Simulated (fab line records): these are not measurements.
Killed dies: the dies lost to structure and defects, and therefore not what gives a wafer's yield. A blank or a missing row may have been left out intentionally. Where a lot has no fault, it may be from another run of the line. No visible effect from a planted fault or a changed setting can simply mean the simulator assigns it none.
Chamber matching -- flow n5_finfet -- 3 sister chambers for N5_BEOL_M9_CURE_72 on uv_cure-02
The step cures SiCOH lowk, time 120 s. 6 wafers are shown with their chamber, then 7 later ones without.

== EACH WAFER AND ITS CHAMBER ==
wafer,chamber,wafer_temp_C_max,lamp_power_pct (%)
L228.3,1,371.7,52.31
L228.5,1,372.1,52.23
L231.2,2,371.8,52.29
L231.6,2,371.3,52.32
L233.1,0,371.6,52.29
L233.3,0,371.5,52.40

== WAFERS MISSING THEIR CHAMBER ==
wafer,wafer_temp_C_max,lamp_power_pct (%)
L233.6,371.3,52.34
L234.3,371.9,52.47
L234.4,372.7,52.32
L234.5,371.5,52.45
L245.3,371.3,52.33
L245.5,371.3,52.34
L245.6,371.4,52.33

== WHICH CHAMBER EACH ONE RAN IN ==
wafer,from the rows above,in truth
L233.6,can't be placed: 0 or 2 or 1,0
L234.3,can't be placed: 0 or 2 or 1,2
L234.4,can't be placed: 1 or 2 or 0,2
L234.5,can't be placed: 0 or 2 or 1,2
L245.3,can't be placed: 0 or 2 or 1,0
L245.5,can't be placed: 0 or 2 or 1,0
L245.6,can't be placed: 0 or 2 or 1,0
Correct placement for 0 of the 7. Cannot be placed on the basis of these rows: 7; the candidates contain the true chamber in 7. Placed wrongly: 0.
How it was worked out, from the rows above alone: a wafer's distance from a chamber is the root of the sum, over the readings, of the square of ((its reading less the chamber's mean) divided by the reading's scatter). If the next closest chamber is less than 2 further off than the closest, the wafer can't be placed; otherwise it belongs to the closest. A chamber's mean is the mean of its shown wafers. The scatter is the square root of a quotient: the sum, over the shown wafers, of each reading's squared deviation from its chamber's mean, divided by wafers minus chambers.
